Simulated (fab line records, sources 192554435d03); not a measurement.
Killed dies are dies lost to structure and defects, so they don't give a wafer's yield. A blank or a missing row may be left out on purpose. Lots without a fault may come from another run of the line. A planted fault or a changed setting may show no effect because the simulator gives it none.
Which tool did it? | flow n5_finfet | 9 lots, 27 wafers sampled, at 5 steps of a route of 1938

WHAT THE GAUGES READ, wafer by wafer
N5_HKMG_FIN_OVL_MEAS_50. Usual: NDIPOLE_OVL 0.3 nm, standard deviation 0.68.
lot  | measured    | on         | NDIPOLE_OVL (nm) | flag
L354 | day 4 16:22 | overlay-02 | 0.4 0.6 0.6      |
L356 | day 5 02:40 | overlay-02 | -0.4 0.4 -0.1    |
L357 | day 5 09:47 | overlay-02 | 0.6 0.7 0.8      |
L368 | day 8 03:26 | overlay-01 | 0.5 0.7 0.7      |
L369 | day 8 04:42 | overlay-02 | -1.0 -0.1 0.0    |
L370 | day 8 12:30 | overlay-02 | 0.4 -0.8 -0.3    |
L371 | day 8 19:31 | overlay-01 | -0.7 -0.3 -0.4   |
L373 | day 9 05:56 | overlay-01 | -1.4 -0.1 -0.2   |
L375 | day 9 19:03 | overlay-01 | 0.2 -1.4 0.2     |

N5_BEOL_M4_RC_MEAS_101. Usual: DIBL_N 36.0 mV/V, standard deviation 1.8; DIBL_P 36.3 mV/V, standard deviation 2.4; IOFF_N 0.16 nA/um, standard deviation 0.035; IOFF_P 0.21 nA/um, standard deviation 0.036; ION_N 673 uA/um, standard deviation 13; ION_P 461 uA/um, standard deviation 7.2; SS_N 71.4 mV/dec, standard deviation 0.6; SS_P 73.2 mV/dec, standard deviation 0.7; VT_N 250 mV, standard deviation 4; VT_P -250.9 mV, standard deviation 2.9.
lot  | measured     | on        | DIBL_N (mV/V)  | DIBL_P (mV/V)  | IOFF_N (nA/um) | IOFF_P (nA/um) | ION_N (uA/um) | ION_P (uA/um) | SS_N (mV/dec)  | SS_P (mV/dec)  | VT_N (mV)   | VT_P (mV)            | flag
L354 | day 8 23:30  | prober-01 | 36.3 35.8 38.5 | 37.4 37.5 40.0 | 0.17 0.16 0.23 | 0.21 0.22 0.26 | 683 672 702   | 462 468 475   | 71.5 70.7 71.8 | 73.8 72.9 73.9 | 248 250 245 | -249.2 -247.8 -246.1 |
L356 | day 9 10:52  | prober-02 | 33.9 37.5 35.4 | 34.9 37.1 36.2 | 0.13 0.19 0.15 | 0.17 0.20 0.19 | 674 668 678   | 461 455 470   | 70.4 72.0 71.5 | 73.2 73.4 73.2 | 254 248 249 | -250.4 -251.0 -250.7 |
L357 | day 10 02:00 | prober-02 | 32.7 34.2 35.7 | 32.6 34.1 37.3 | 0.10 0.12 0.15 | 0.14 0.16 0.20 | 643 663 692   | 446 453 471   | 70.0 71.5 71.5 | 71.9 72.7 73.3 | 259 255 248 | -257.7 -254.1 -249.6 |
L368 | day 12 11:57 | prober-01 | 35.5 32.1 34.3 | 34.3 31.1 32.7 | 0.13 0.09 0.11 | 0.18 0.13 0.15 | 662 640 664   | 454 441 460   | 70.9 70.4 70.6 | 72.9 72.0 72.1 | 255 259 256 | -251.6 -256.4 -255.7 |
L369 | day 12 16:12 | prober-02 | 35.5 34.0 36.1 | 37.7 35.7 37.6 | 0.18 0.14 0.17 | 0.22 0.19 0.23 | 683 682 680   | 467 469 457   | 70.6 71.1 71.8 | 73.8 72.9 73.7 | 247 251 247 | -248.6 -251.5 -248.3 |
L370 | day 12 22:46 | prober-01 | 37.1 35.1 37.7 | 38.5 35.2 38.7 | 0.16 0.12 0.17 | 0.23 0.20 0.24 | 678 664 680   | 465 463 470   | 71.7 71.3 71.9 | 73.3 72.1 73.4 | 251 257 250 | -248.7 -251.2 -249.4 |
L371 | day 12 17:22 | prober-01 | 39.2 34.6 35.4 | 40.2 35.4 35.4 | 0.21 0.13 0.13 | 0.26 0.18 0.19 | 685 673 662   | 468 462 455   | 71.6 71.3 71.5 | 74.1 73.0 73.3 | 246 254 254 | -249.3 -252.8 -252.0 |
L373 | day 14 04:22 | prober-01 | 36.3 36.6 35.2 | 34.9 36.3 33.6 | 0.15 0.15 0.13 | 0.20 0.22 0.17 | 679 671 661   | 465 459 450   | 71.5 70.9 71.0 | 73.1 73.6 71.9 | 246 249 250 | -251.2 -251.9 -253.3 |
L375 | day 14 06:26 | prober-01 | 37.2 37.9 39.3 | 37.1 36.6 38.0 | 0.16 0.16 0.20 | 0.21 0.21 0.25 | 673 681 687   | 457 461 464   | 71.4 72.1 72.2 | 73.4 74.0 73.7 | 250 250 247 | -252.4 -252.9 -246.7 |

WHICH TOOL RAN EACH LOT (tool, then ch and the chambers of the sampled wafers, then the start)
lot  | N5_HKMG_FIN_STRIP_90               | N5_HKMG_FIN_W_FILL_22        | N5_HKMG_FIN_CMP_23
L354 | rie_diel-06 ch 1,2,3, day 4 22:37  | cvd_w-02 ch 0,1, day 4 23:44 | cmp-03 ch 0,1,3, day 4 23:59
L356 | rie_diel-01 ch 0,1,3, day 5 09:02  | cvd_w-01 ch 0,1, day 5 10:09 | cmp-03 ch 1,2,3, day 5 10:20
L357 | rie_diel-05 ch 0,2,3, day 5 16:02  | cvd_w-02 ch 0,1, day 5 17:09 | cmp-04 ch 0,1,2, day 5 17:16
L368 | rie_diel-05 ch 0,1,2, day 8 09:49  | cvd_w-01 ch 0,1, day 8 10:56 | cmp-03 ch 1,2, day 8 11:02
L369 | rie_diel-06 ch 0,3, day 8 11:35    | cvd_w-02 ch 0,1, day 8 12:43 | cmp-03 ch 0,1, day 8 12:49
L370 | rie_diel-06 ch 1,3, day 8 18:15    | cvd_w-01 ch 0,1, day 8 19:22 | cmp-01 ch 0,1,3, day 8 19:32
L371 | rie_diel-01 ch 0,1,2, day 9 01:34  | cvd_w-01 ch 0,1, day 9 02:40 | cmp-01 ch 0,2,3, day 9 02:46
L373 | rie_diel-06 ch 0,1, day 9 12:43    | cvd_w-01 ch 0,1, day 9 13:49 | cmp-01 ch 0,2, day 9 13:56
L375 | rie_diel-06 ch 0,1,2, day 10 01:41 | cvd_w-01 ch 1, day 10 02:47  | cmp-04 ch 0,2, day 10 02:59
- N5_HKMG_FIN_STRIP_90: strips SOC in N2/H2, time 20 s.
- N5_HKMG_FIN_W_FILL_22: material W, target thk 60 nm, time 18.2 s.
- N5_HKMG_FIN_CMP_23: polishes, stops on SiNx, t overpolish 10 s, target thk 46.326 nm.

WHAT THE TOOLS THEMSELVES READ (means of the sampled wafers that have a number; where no wafer has one, the mark that the record gives instead)
N5_HKMG_FIN_STRIP_90. Usual: drypump_motor_current_A 5.7 A, standard deviation 0.56; n2_flow_sccm 300.1 sccm, standard deviation 0.83; oes_product_au 0.76 a.u., standard deviation 0.088; rf_vpp_V 54.2 V, standard deviation 0.9; showerhead_plenum_p_Torr 3.33 Torr, standard deviation 0.1; throttle_valve_pct 19.1 %, standard deviation 0.4.
lot  | tool        | drypump_motor_current_A (A) | n2_flow_sccm (sccm) | oes_product_au (a.u.) | rf_vpp_V (V) | showerhead_plenum_p_Torr (Torr) | throttle_valve_pct (%) | flag
L354 | rie_diel-06 | 5.7                         | 299.7               | 0.73                  | 54.8         | 3.23                            | 19.3                   |
L356 | rie_diel-01 | 5.1                         | 299.8               | 0.76                  | 53.5         | 3.33                            | 19.0                   |
L357 | rie_diel-05 | 5.9                         | 299.8               | 0.76                  | 54.4         | 3.41                            | 19.1                   |
L368 | rie_diel-05 | 5.8                         | 300.1               | 0.74                  | 54.4         | 3.35                            | 19.1                   |
L369 | rie_diel-06 | 5.6                         | 300.5               | 0.73                  | 53.2         | 3.31                            | 19.2                   |
L370 | rie_diel-06 | 5.3                         | 301.0               | 0.70                  | 54.2         | 3.22                            | 19.6                   |
L371 | rie_diel-01 | 5.4                         | 299.9               | 0.80                  | 54.8         | 3.33                            | 18.7                   |
L373 | rie_diel-06 | 5.1                         | 300.3               | 0.76                  | 53.8         | 3.27                            | 19.0                   |
L375 | rie_diel-06 | 5.7                         | 299.3               | 0.84                  | 54.9         | 3.38                            | 18.9                   |

N5_HKMG_FIN_W_FILL_22. Usual: heater_power_w 804 W, standard deviation 73; throttle_valve_pct 19.8 %, standard deviation 1.3.
lot  | tool     | heater_power_w (W) | throttle_valve_pct (%) | flag
L354 | cvd_w-02 | 795                | 20.3                   |
L356 | cvd_w-01 | 771                | 18.8                   |
L357 | cvd_w-02 | 798                | 21.2                   |
L368 | cvd_w-01 | 834                | 19.3                   |
L369 | cvd_w-02 | 822                | 20.6                   |
L370 | cvd_w-01 | 847                | 19.3                   |
L371 | cvd_w-01 | 767                | 19.0                   |
L373 | cvd_w-01 | 774                | 18.8                   |
L375 | cvd_w-01 | 908                | 19.7                   |

N5_HKMG_FIN_CMP_23. Usual: edge_zone_pressure_frac 1.000, standard deviation 0.0051; motor_current_A 12.4 A, standard deviation 1.4; overpolish_run_s 9.999 s, standard deviation 0.0094; platen_rpm 50.28 rpm, standard deviation 0.039; time_to_endpoint_s 12.6 s, standard deviation 2.1.
lot  | tool   | edge_zone_pressure_frac | motor_current_A (A) | overpolish_run_s (s) | platen_rpm (rpm) | time_to_endpoint_s (s) | flag
L354 | cmp-03 | 1.000                   | 12.2                | 10.000               | 50.28            | 13.6                   |
L356 | cmp-03 | 0.996                   | 10.8                | 10.000               | 50.25            | 12.2                   |
L357 | cmp-04 | 1.000                   | 12.5                | 9.997                | 50.26            | 11.9                   |
L368 | cmp-03 | 1.000                   | 10.6                | 10.004               | 51.63            | 13.5                   | OFF
L369 | cmp-03 | 0.996                   | 12.9                | 10.001               | 50.96            | 13.3                   | OFF
L370 | cmp-01 | 1.002                   | 11.9                | 9.995                | 50.24            | 10.7                   |
L371 | cmp-01 | 1.003                   | 12.9                | 10.000               | 50.30            | 10.3                   |
L373 | cmp-01 | 0.995                   | 12.1                | 9.993                | 50.26            | 12.2                   |
L375 | cmp-04 | 1.001                   | 13.5                | 10.001               | 50.26            | 12.5                   |

THE ANSWER, worked out from the rows above alone
Rule: a lot is off if the mean of its wafers that have a number lies more than 3 standard deviations from the usual mean. A lot without any number at a reading at which 4 lots or more have one is off too. The other lots that the step has rows for count as sound. The gauges are gone through in route order, then the tools' own readings, and for those a lot's mean is taken as printed above. The first step at which some lot is off is used, and at that step the reading that is off furthest; a lot without a number counts as furthest.
Off: L368, L369, at N5_HKMG_FIN_CMP_23 (platen_rpm).
A tool fits if, at that step or a process step before it, it ran every lot that is off, and no sound lot after the first of them. One fits: cmp-03 at N5_HKMG_FIN_CMP_23. Its last sound lot is L356 (day 5 10:20), its first lot that is off L368 (day 8 11:02): a fault that began between those two fits.
The tool's own readings at N5_HKMG_FIN_CMP_23 bear it out: on the lots that are off they differ by more than 5 times the standard deviation of the sound lots' means. platen_rpm reads 51.30 rpm there against 50.26 rpm on the sound lots.

WHAT THE SIMULATOR HAD PUT IN
Process parameter drift: cmp-03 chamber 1, from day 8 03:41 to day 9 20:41, at N5_HKMG_FIN_CMP_23. Setting platen_rpm, moved by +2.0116, from 50.289. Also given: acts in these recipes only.
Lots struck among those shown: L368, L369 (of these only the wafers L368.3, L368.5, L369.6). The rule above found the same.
